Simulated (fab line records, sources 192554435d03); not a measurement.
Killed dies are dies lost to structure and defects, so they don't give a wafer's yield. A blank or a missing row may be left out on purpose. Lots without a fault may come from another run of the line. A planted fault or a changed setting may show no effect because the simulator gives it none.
fab line records | flow n5_finfet | part 1 of 2: steps 1 to 24 of 31
record lots=5 wafers=15 last_day=17
route steps=1938 shown BEOL_M9@1457 BEOL_M10@1470
lots that met no fault: from a run of the same line without faults
start_h: hours from the record's first day to the start of the lot's first wafer shown | wait_h: hours since the lot's step before | " the same as in the row above | L1.1+2: a row that stands for several wafers | - no value, or no start given | * or withheld: withheld | < > ~ a bound
route shown NAME@n: a module of which the file shows steps, and the number in the route of the first | usual: mean/standard deviation of fault-free wafers | same: alike in all rows | chamber/n: place in a boat | sites: the reading at each site | _std_site: their standard deviation | _edge_site: outer sites' mean less inner sites' | radius_mm: how far each site lies from the wafer's centre | mask NAME#n: copy n | behind: the tool/chamber that last shaped the wafer | hold: why the lot was held/for how many hours/how that ended | device: the transistor (n, p or np) that didn't switch | end of line: the same wafers' tests at the end of the route | a step without rows: its recipe alone | killed: dies lost to structure and defects at the first sort, not the wafer's yield | map: a wafer's dies, x killed, . not, _ none there
set.NAME: the setting as run; set.NAME@STEP: as run at that earlier step | model.NAME: the simulator's own value behind a step, which no gauge read
lots at some steps of the route; a table a step, a row a wafer
services: from which hour (start_h, from the record's first day; less than 0 if before it) a tool's chamber was out of use, for how many hours, and why
## steps
# step N5_BEOL_M9_PRE_CLEAN_45
# recipe gas=H2/He time_s=30 temp_c=250
# usual heater_power_w=333/31
# columns lot.wafer tool chamber start_h wait_h heater_power_w
L081.1 pvd_sputter-01 - 258.23 0.0 354
L081.3 " - " " 347
L081.6 " - " " 351
L083.1 pvd_sputter-02 - 271.18 0.0 335
L083.2 " - " " 367
L083.4 " - " " 321
L087.4 pvd_sputter-03 - 301.28 0.0 296
L087.5 " - " " 342
L087.6 " - " " 298
L091.1 pvd_sputter-02 - 353.06 0.0 339
L091.3 " - " " 314
L091.5 " - " " 308
L094.1 pvd_sputter-01 - 360.24 0.0 373
L094.4 " - " " 282
L094.5 " - " " 340
# step N5_BEOL_M9_ALD_74
# recipe material=TaN target_thk_a=20 temp_c=275 ald_precursor_family=PDMAT ald_co_reactant=NH3 pressure_torr=3 carrier_flow_sccm=1500 pulse_time_s=2 purge_time_s=3 co_reactant_purge_time_s=2 co_reactant_pulse_time_s=3 ald_cycles=40 precursor_vessel_temp_c=75 precursor_vessel_pressure_torr=26.25 precursor_vessel_carrier_sccm=1000
# usual heater_power_w=421/43
# same co_reactant_pulse_time_s=3
# columns lot.wafer tool chamber start_h wait_h heater_power_w
L081.1 ald_metal-04 1 258.29 0.0 452
L081.3 " 3 " " 387
L081.6 " 1 " " 459
L083.1 ald_metal-02 2 271.27 0.1 375
L083.2 " 0 " " 520
L083.4 " 3 " " 404
L087.4 ald_metal-03 3 301.34 0.0 413
L087.5 " 1 " " 421
L087.6 " 2 " " 439
L091.1 ald_metal-03 0 353.12 0.0 383
L091.3 " 1 " " 427
L091.5 " 3 " " 414
L094.1 ald_metal-02 3 360.36 0.1 413
L094.4 " 0 " " 543
L094.5 " 1 " " 422
# step N5_BEOL_M9_SURFACE_TREAT_79
# recipe gas=Ar time_s=* ion_energy_ev=* ion_current_ma_cm2=0.5 pressure_mtorr=* ar_flow_sccm=30
# usual pressure_mtorr=* throttle_valve_pct=*
# columns lot.wafer tool chamber start_h wait_h pressure_mtorr throttle_valve_pct
L081.1 pvd_sputter-03 - 258.69 0.3 * *
L081.3 " - " " * *
L081.6 " - " " * *
L083.1 pvd_sputter-02 - 271.58 0.2 * *
L083.2 " - " " * *
L083.4 " - " " * *
L087.4 pvd_sputter-01 - 301.77 0.3 * *
L087.5 " - " " * *
L087.6 " - " " * *
L091.1 pvd_sputter-02 - 353.44 0.2 * *
L091.3 " - " " * *
L091.5 " - " " * *
L094.1 pvd_sputter-01 - 360.64 0.2 * *
L094.4 " - " " * *
L094.5 " - " " * *
# step N5_BEOL_M9_CVD_78
# recipe material=Co target_thk_a=20 temp_c=withheld precursor=CCTBA/H2 pressure_torr=30 time_s=138.9
# columns lot.wafer tool chamber start_h wait_h
L081.1+3+6 cvd_co-01 0,1,0 258.75 0.0
L083.1+2+4 cvd_co-02 2,1,1 271.68 0.1
L087.4+5+6 cvd_co-01 2,0,1 302.10 0.3
L091.1+3+5 cvd_co-02 2,2,0 353.52 0.1
L094.1+4+5 cvd_co-02 0,1,2 360.70 0.0
# step N5_BEOL_M9_SPUTTER_48
# recipe material=Cu target_thk_a=120 temp_c=-20 bias_v=60 power_w=26000 chamber_pressure_pa=0.13 time_s=2
# usual bias_v=59.9/0.6 throttle_valve_pct=30.3/1.2
# columns lot.wafer tool chamber start_h wait_h bias_v throttle_valve_pct
L081.1 pvd_sputter-01 - 258.87 0.1 59.3 31.3
L081.3 " - " " 61.0 31.3
L081.6 " - " " 59.6 31.4
L083.1 pvd_sputter-02 - 271.82 0.1 60.8 29.4
L083.2 " - " " 59.5 29.2
L083.4 " - " " 59.4 29.1
L087.4 pvd_sputter-03 - 302.24 0.1 60.5 32.9
L087.5 " - " " 60.5 31.1
L087.6 " - " " 58.0 32.6
L091.1 pvd_sputter-02 - 353.76 0.2 60.1 28.5
L091.3 " - " " 59.3 29.0
L091.5 " - " " 60.5 29.6
L094.1 pvd_sputter-03 - 360.87 0.1 60.2 31.0
L094.4 " - " " 59.7 32.5
L094.5 " - " " 59.6 32.8
# step N5_BEOL_M9_ECD_50
# recipe material=Cu target_thk_a=3180
# columns lot.wafer tool chamber start_h wait_h
L081.1+3+6 ecd_cu-01 0,1,0 259.00 0.1
L083.1+2+4 ecd_cu-02 0,1,0 271.93 0.1
L087.4+5+6 ecd_cu-02 1,0,1 302.39 0.1
L091.1+3+5 ecd_cu-02 1 353.88 0.1
L094.1+4+5 ecd_cu-01 0,1,1 360.99 0.1
# step N5_BEOL_M9_ANNEAL_51
# recipe temp_c=225 time_s=90 ambient=N2
# usual anneal_temp_c=225.03/0.18 wafer_temp_C_max=226.6/0.46
# columns lot.wafer tool chamber start_h wait_h anneal_temp_c wafer_temp_C_max
L081.1 rtp_anneal-02 0 259.11 0.1 225.10 226.5
L081.3 " 0 " " 224.75 226.2
L081.6 " 0 " " 225.10 226.8
L083.1 rtp_anneal-02 0 272.04 0.1 225.07 226.4
L083.2 " 0 " " 225.35 226.4
L083.4 " 0 " " 225.22 226.3
L087.4 rtp_anneal-02 0 302.95 0.5 225.28 226.5
L087.5 " 0 " " 224.86 226.3
L087.6 " 0 " " 224.81 225.9
L091.1 rtp_anneal-01 0 353.99 0.1 225.18 226.9
L091.3 " 0 " " 225.07 227.1
L091.5 " 0 " " 225.12 226.8
L094.1 rtp_anneal-01 0 361.10 0.1 225.22 227.5
L094.4 " 0 " " 224.79 228.0
L094.5 " 0 " " 225.07 227.0
# step N5_BEOL_M9_CMP_52
# recipe stop_on=SiCOH_lowk t_overpolish_s=7 down_force_psi=1 platen_rpm=50 clearing_platen_down_force_psi=1.5 clearing_platen_rpm=50 post_cmp_clean=cu_alkaline target_thk_nm=140 clearing_platen_pad_velocity_m_s=0.99484 pad_velocity_m_s=0.99484
# usual barrier_field_endpoint_s=28.9/0.82 motor_current_A=6.1/0.55 overpolish_run_s=7.001/0.0097 platen_rpm=49.99/0.041 time_to_endpoint_s=65/3.1
# columns lot.wafer tool chamber start_h wait_h barrier_field_endpoint_s motor_current_A overpolish_run_s platen_rpm time_to_endpoint_s
L081.1 cmp-02 1 259.45 0.3 29.5 5.7 7.007 50.00 65
L081.3 " 2 " " 30.0 6.5 6.996 49.93 67
L081.6 " 0 " " 29.7 6.5 7.000 49.98 61
L083.1 cmp-04 0 272.56 0.5 28.3 5.6 7.000 50.00 66
L083.2 " 1 " " 28.7 6.2 6.997 50.00 66
L083.4 " 3 " " 28.8 6.4 7.003 50.01 64
L087.4 cmp-02 0 303.20 0.2 29.6 6.5 6.984 49.98 66
L087.6 " 2 " " 30.1 6.0 6.989 49.98 70
L087.5 " 3 " " 30.2 5.7 7.002 50.01 70
L091.3 cmp-01 1 354.29 0.2 29.5 5.7 7.002 49.97 68
L091.1 " 2 " " 28.4 5.5 7.010 50.00 64
L091.5 " 1 " " 29.8 5.7 6.996 49.94 63
L094.1 cmp-04 2 361.39 0.3 27.7 7.3 7.020 49.93 63
L094.4 " 0 " " 29.3 5.5 6.995 49.95 63
L094.5 " 2 " " 28.9 6.9 7.005 49.98 62
# step N5_BEOL_M9_THK_MEAS_53
# recipe thk_meas_gauge=xrf reads=Cu_of_BEOL_M9_ECD_50
# usual M9_THK=140/3.2
# columns lot.wafer tool chamber start_h wait_h M9_THK[nm]
L081.1 film_metro-02 - 259.71 - 137
L081.3 " - " " 140
L081.6 " - " " 138
L083.1 film_metro-01 - 272.85 - 146
L083.2 " - " " 142
L083.4 " - " " 139
L087.4 film_metro-01 - 303.42 - 142
L087.5 " - " " 139
L087.6 " - " " 140
L091.1 film_metro-01 - 354.58 - 141
L091.3 " - " " 132
L091.5 " - " " 139
L094.1 film_metro-01 - 361.69 - 145
L094.4 " - " " 145
L094.5 " - " " 144
# step N5_BEOL_M9_PRE_CLEAN_55
# recipe gas=NH3 time_s=15 temp_c=withheld rf_power_w=300
# usual rf_fwd_power_W=295.5/1.3
# columns lot.wafer tool chamber start_h wait_h rf_fwd_power_W
L081.1 pecvd-02 0 259.74 0.0 295.1
L081.3 " 2 " " 293.6
L081.6 " 0 " " 296.2
L083.1 pecvd-03 2 272.89 0.0 296.1
L083.2 " 1 " " 296.4
L083.4 " 1 " " 295.2
L087.4 pecvd-03 1 303.47 0.0 295.7
L087.5 " 2 " " 296.8
L087.6 " 0 " " 294.0
L091.1 pecvd-03 0 354.62 0.0 294.5
L091.3 " 1 " " 295.6
L091.5 " 2 " " 297.7
L094.1 pecvd-03 0 361.73 0.0 294.1
L094.4 " 1 " " 294.1
L094.5 " 0 " " 293.6
# step N5_BEOL_M9_DEP_56
# recipe material=SiCN target_thk_a=150 temp_c=withheld precursor=3MS/NH3 pressure_torr=3 rf_w=202 time_s=26.5
# usual rf_fwd_power_W=200.1/0.7 showerhead_plenum_p_Torr=3.670/0.013 throttle_valve_pct=9.1/0.55
# columns lot.wafer tool chamber start_h wait_h rf_fwd_power_W showerhead_plenum_p_Torr throttle_valve_pct
L081.1 pecvd-02 0 259.77 0.0 200.3 3.677 9.7
L081.3 " 2 " " 200.6 3.665 8.6
L081.6 " 0 " " 200.2 3.680 9.7
L083.1 pecvd-03 2 272.91 0.0 200.2 3.678 7.9
L083.2 " 1 " " 200.0 3.676 9.0
L083.4 " 1 " " 199.1 3.672 8.8
L087.4 pecvd-03 1 303.50 0.0 200.2 3.674 8.9
L087.5 " 2 " " 199.2 3.675 8.2
L087.6 " 0 " " 199.7 3.672 8.9
L091.1 pecvd-03 0 354.64 0.0 199.4 3.672 9.1
L091.3 " 1 " " 199.5 3.675 8.5
L091.5 " 2 " " 199.7 3.680 8.3
L094.1 pecvd-03 0 361.76 0.0 200.3 3.661 8.8
L094.4 " 1 " " 200.8 3.663 8.7
L094.5 " 0 " " 199.6 3.673 9.1
# step N5_BEOL_M9_RS_MEAS_57
# recipe thk_meas_gauge=four-point-probe reads=Cu_of_BEOL_M9_ECD_50+Co_of_BEOL_M9_CVD_78+TaN_of_BEOL_M9_ALD_74
# usual M9_RS=0.151/0.0036
# columns lot.wafer tool chamber start_h wait_h M9_RS[ohm/sq]
L081.1 film_metro-02 - 259.84 0.1 0.154
L081.3 " - " " 0.150
L081.6 " - " " 0.153
L083.1 film_metro-02 - 272.99 0.1 0.145
L083.2 " - " " 0.149
L083.4 " - " " 0.153
L087.4 film_metro-02 - 303.55 0.0 0.149
L087.5 " - " " 0.152
L087.6 " - " " 0.151
L091.1 film_metro-02 - 354.72 0.1 0.149
L091.3 " - " " 0.160
L091.5 " - " " 0.151
L094.1 film_metro-01 - 361.83 0.1 0.146
L094.4 " - " " 0.146
L094.5 " - " " 0.147
# step N5_BEOL_M9_INSPECT_58
# recipe inspect_instrument=darkfield mode=post_dep
# usual raw_defect_count=70/20
# columns lot.wafer tool chamber start_h wait_h raw_defect_count
L081.1 defect_inspect-01 - 259.87 0.0 88
L081.3 " - " " 75
L081.6 " - " " 101
L083.1 defect_inspect-01 - 273.01 0.0 51
L083.2 " - " " 50
L083.4 " - " " 55
L087.4 defect_inspect-01 - 303.58 0.0 43
L087.5 " - " " 92
L087.6 " - " " 64
L091.1 defect_inspect-02 - 354.74 0.0 72
L091.3 " - " " 84
L091.5 " - " " 72
L094.1 defect_inspect-02 - 361.86 0.0 85
L094.4 " - " " 57
L094.5 " - " " 58
# step N5_BEOL_M10_ILD_DEP_00
# recipe material=SiCOH_lowk target_thk_a=3085.1 temp_c=300 precursor=DEMS/porogen pressure_torr=5 rf_w=500 time_s=58
# usual heater_power_w=329/61 rf_fwd_power_W=496.7/1.9 showerhead_plenum_p_Torr=5.743/0.018 throttle_valve_pct=14.0/0.74
# columns lot.wafer tool chamber start_h wait_h heater_power_w rf_fwd_power_W showerhead_plenum_p_Torr throttle_valve_pct
L081.1 pecvd-03 1 259.91 0.0 307 497.4 5.737 13.5
L081.3 " 0 " " 221 494.7 5.749 13.7
L081.6 " 2 " " 298 497.2 5.751 12.7
L083.1 pecvd-03 0 273.05 0.0 234 492.4 5.746 13.7
L083.2 " 1 " " 354 496.3 5.750 13.5
L083.4 " 2 " " 271 497.8 5.746 12.9
L087.4 pecvd-04 1 303.67 0.1 393 496.8 5.762 14.4
L087.5 " 0 " " 379 497.2 5.713 15.6
L087.6 " 2 " " 346 501.5 5.750 13.7
L091.1 pecvd-03 1 354.78 0.0 359 497.0 5.741 13.6
L091.3 " 0 " " 226 495.4 5.747 13.7
L091.5 " 0 " " 234 495.4 5.745 13.8
L094.1 pecvd-01 0 361.89 0.0 354 496.3 5.729 14.2
L094.4 " 0 " " 364 496.0 5.715 14.3
L094.5 " 2 " " 272 496.4 5.747 13.9
# step N5_BEOL_M10_CURE_71
# recipe temp_c=385 time_s=240 ambient=He/Ar material=SiCOH_lowk
# usual lamp_power_pct=52.31/0.049 wafer_temp_C_max=386.7/0.61
# columns lot.wafer tool chamber start_h wait_h lamp_power_pct wafer_temp_C_max
L081.1 uv_cure-03 1 259.98 0.0 52.35 386.7
L081.3 " 1 " " 52.26 386.5
L081.6 " 1 " " 52.37 386.6
L083.1 uv_cure-03 1 273.13 0.0 52.36 386.8
L083.2 " 1 " " 52.34 386.1
L083.4 " 1 " " 52.30 386.2
L087.4 uv_cure-02 0 303.96 0.3 52.38 385.6
L087.5 " 0 " " 52.26 385.5
L087.6 " 0 " " 52.40 385.9
L091.1 uv_cure-02 2 354.86 0.0 52.31 386.3
L091.3 " 2 " " 52.38 386.8
L091.5 " 2 " " 52.31 386.6
L094.1 uv_cure-01 2 361.97 0.0 52.34 386.1
L094.4 " 2 " " 52.33 385.9
L094.5 " 2 " " 52.27 385.8
# step N5_BEOL_M10_THK_MEAS_01
# recipe reads=SiCOH_lowk_of_BEOL_M10_ILD_DEP_00
# usual M10_ILD_THK=268/4.2
# columns lot.wafer tool chamber start_h wait_h M10_ILD_THK[nm]
L081.1 film_metro-01 - 260.50 0.4 260
L081.3 " - " " 267
L081.6 " - " " 271
L083.1 film_metro-01 - 274.12 0.8 267
L083.2 " - " " 261
L083.4 " - " " 271
L087.4 film_metro-02 - 304.24 0.2 270
L087.5 " - " " 265
L087.6 " - " " 276
L091.1 film_metro-02 - 355.85 0.8 261
L091.3 " - " " 266
L091.5 " - " " 268
L094.1 film_metro-01 - 362.48 0.4 256
L094.4 " - " " 261
L094.5 " - " " 266
# step N5_BEOL_M10_PECVD_70
# recipe material=SiO2 target_thk_a=200 temp_c=400 precursor=TEOS/O2 pressure_torr=5.5 rf_w=450 teos_flow_sccm=53.8 gas=O2 flow_sccm=3000 time_s=22.7
# usual heater_power_w=709/96 rf_fwd_power_W=445.1/1.4 showerhead_plenum_p_Torr=8.81/0.058 throttle_valve_pct=22.3/0.88
# columns lot.wafer tool chamber start_h wait_h heater_power_w rf_fwd_power_W showerhead_plenum_p_Torr throttle_valve_pct
L081.1 pecvd-04 2 260.53 0.0 789 447.3 8.83 21.8
L081.3 " 0 " " 804 444.3 8.65 24.7
L081.6 " 2 " " 791 446.0 8.83 21.8
L083.1 pecvd-04 2 274.16 0.0 754 448.3 8.83 21.6
L083.2 " 1 " " 756 447.7 8.86 23.3
L083.4 " 0 " " 805 444.7 8.67 25.1
L087.4 pecvd-03 0 304.30 0.1 620 445.7 8.82 22.2
L087.5 " 2 " " 580 446.5 8.86 20.3
L087.6 " 1 " " 665 445.2 8.84 21.8
L091.1 pecvd-03 2 355.89 0.0 680 446.6 8.83 20.5
L091.3 " 0 " " 620 444.8 8.81 22.3
L091.5 " 2 " " 687 445.4 8.82 20.7
L094.1 pecvd-01 1 362.52 0.0 862 445.0 8.83 22.1
L094.4 " 2 " " 572 445.0 8.84 22.8
L094.5 " 0 " " 838 446.9 8.74 23.0
# step N5_BEOL_M10_HM_DEP_02
# recipe material=TiN target_thk_a=200 temp_c=25 chamber_pressure_pa=0.49996
# usual throttle_valve_pct=30.1/1.1
# columns lot.wafer tool chamber start_h wait_h throttle_valve_pct
L081.1 pvd_sputter-01 - 260.64 0.1 30.1
L081.3 " - " " 31.3
L081.6 " - " " 31.3
L083.1 pvd_sputter-02 - 278.85 4.7 29.5
L083.2 " - " " 28.9
L083.4 " - " " 28.8
L087.4 pvd_sputter-02 - 304.40 0.1 29.3
L087.5 " - " " 28.9
L087.6 " - " " 28.5
L091.1 pvd_sputter-02 - 357.20 1.3 29.2
L091.3 " - " " 28.9
L091.5 " - " " 29.7
L094.1 pvd_sputter-01 - 363.40 0.9 30.1
L094.4 " - " " 31.0
L094.5 " - " " 30.2
# step N5_BEOL_M10_COAT_59
# recipe resist=SOC temp_c=250 time_s=60 spin_rpm=1500 resist_thk_nm=100
# usual exhaust_pa=45.0/0.8
# columns lot.wafer tool chamber start_h wait_h exhaust_pa
L081.1 litho_track-01 0 260.77 0.1 44.7
L081.3 " 0 " " 46.9
L081.6 " 0 " " 46.4
L083.1 litho_track-02 0 278.97 0.1 45.0
L083.2 " 0 " " 45.6
L083.4 " 0 " " 45.6
L087.4 litho_track-01 0 304.52 0.1 46.1
L087.5 " 0 " " 43.3
L087.6 " 0 " " 43.7
L091.1 litho_track-02 0 357.33 0.1 45.4
L091.3 " 0 " " 44.8
L091.5 " 0 " " 45.7
L094.1 litho_track-01 0 363.53 0.1 45.9
L094.4 " 0 " " 44.5
L094.5 " 0 " " 45.1
# step N5_BEOL_M10_COAT_60
# recipe resist=SiARC temp_c=220 time_s=60 spin_rpm=1500 resist_thk_nm=30
# usual exhaust_pa=45.1/0.89
# columns lot.wafer tool chamber start_h wait_h exhaust_pa
L081.1 litho_track-01 0 - - 44.7
L081.3 " 0 " " 46.7
L081.6 " 0 " " 44.9
L083.1 litho_track-02 0 - - 44.7
L083.2 " 0 " " 46.9
L083.4 " 0 " " 45.6
L087.4 litho_track-01 0 - - 45.1
L087.5 " 0 " " 44.6
L087.6 " 0 " " 45.0
L091.1 litho_track-02 0 - - 46.7
L091.3 " 0 " " 44.3
L091.5 " 0 " " 45.5
L094.1 litho_track-01 0 - - 45.7
L094.4 " 0 " " 45.5
L094.5 " 0 " " 47.1
# step N5_BEOL_M10_COAT_05
# recipe resist=CAR-ArF spin_rpm=1500 resist_thk_nm=90
# usual exhaust_pa=45.1/0.92
# columns lot.wafer tool chamber start_h wait_h exhaust_pa
L081.1 litho_track-01 0 - - 45.1
L081.3 " 0 " " 46.2
L081.6 " 0 " " 46.4
L083.1 litho_track-02 0 - - 44.2
L083.2 " 0 " " 45.2
L083.4 " 0 " " 45.6
L087.4 litho_track-01 0 - - 45.7
L087.5 " 0 " " 45.3
L087.6 " 0 " " 45.8
L091.1 litho_track-02 0 - - 46.0
L091.3 " 0 " " 46.9
L091.5 " 0 " " 46.1
L094.1 litho_track-01 0 - - 48.0
L094.4 " 0 " " 45.9
L094.5 " 0 " " 46.9
# step N5_BEOL_M10_EBR_07
# recipe solvent=PGMEA ebr_width_mm=1.5
# usual exhaust_pa=45.1/0.9
# columns lot.wafer tool chamber start_h wait_h exhaust_pa
L081.1 litho_track-01 0 - - 45.0
L081.3 " 0 " " 45.7
L081.6 " 0 " " 45.2
L083.1 litho_track-02 0 - - 43.7
L083.2 " 0 " " 44.1
L083.4 " 0 " " 45.9
L087.4 litho_track-01 0 - - 46.3
L087.5 " 0 " " 45.2
L087.6 " 0 " " 45.2
L091.1 litho_track-02 0 - - 44.4
L091.3 " 0 " " 45.9
L091.5 " 0 " " 45.2
L094.1 litho_track-01 0 - - 44.5
L094.4 " 0 " " 45.7
L094.5 " 0 " " 45.9
# step N5_BEOL_M10_SOFTBAKE_06
# recipe temp_c=110 time_s=60 resist=CAR-ArF
# usual exhaust_pa=45.1/0.86
# columns lot.wafer tool chamber start_h wait_h exhaust_pa
L081.1 litho_track-01 0 - - 42.9
L081.3 " 0 " " 43.4
L081.6 " 0 " " 44.1
L083.1 litho_track-02 0 - - 44.5
L083.2 " 0 " " 43.6
L083.4 " 0 " " 45.5
L087.4 litho_track-01 0 - - 45.0
L087.5 " 0 " " 45.5
L087.6 " 0 " " 45.7
L091.1 litho_track-02 0 - - 44.1
L091.3 " 0 " " 44.7
L091.5 " 0 " " 44.5
L094.1 litho_track-01 0 - - 45.9
L094.4 " 0 " " 45.0
L094.5 " 0 " " 45.2
# step N5_BEOL_M10_EXPOSE_08
# recipe mask_id=M10 na=1.35 source_shape=dipole sigma_inner=0.411 sigma_outer=0.611 polarization=te dose_mj=53.75
# same dipole_opening_deg=40 sigma_inner=0.411
# columns lot.wafer tool chamber start_h wait_h mask
L081.1+3+6 arfi_scanner-01 0 261.01 - M10#0
L083.1+2+4 arfi_scanner-01 0 279.22 - M10#0
L087.4+5+6 arfi_scanner-03 0 304.66 - M10#0
L091.1+3+5 arfi_scanner-01 0 357.57 - M10#0
L094.1+4+5 arfi_scanner-01 0 363.77 - M10#0
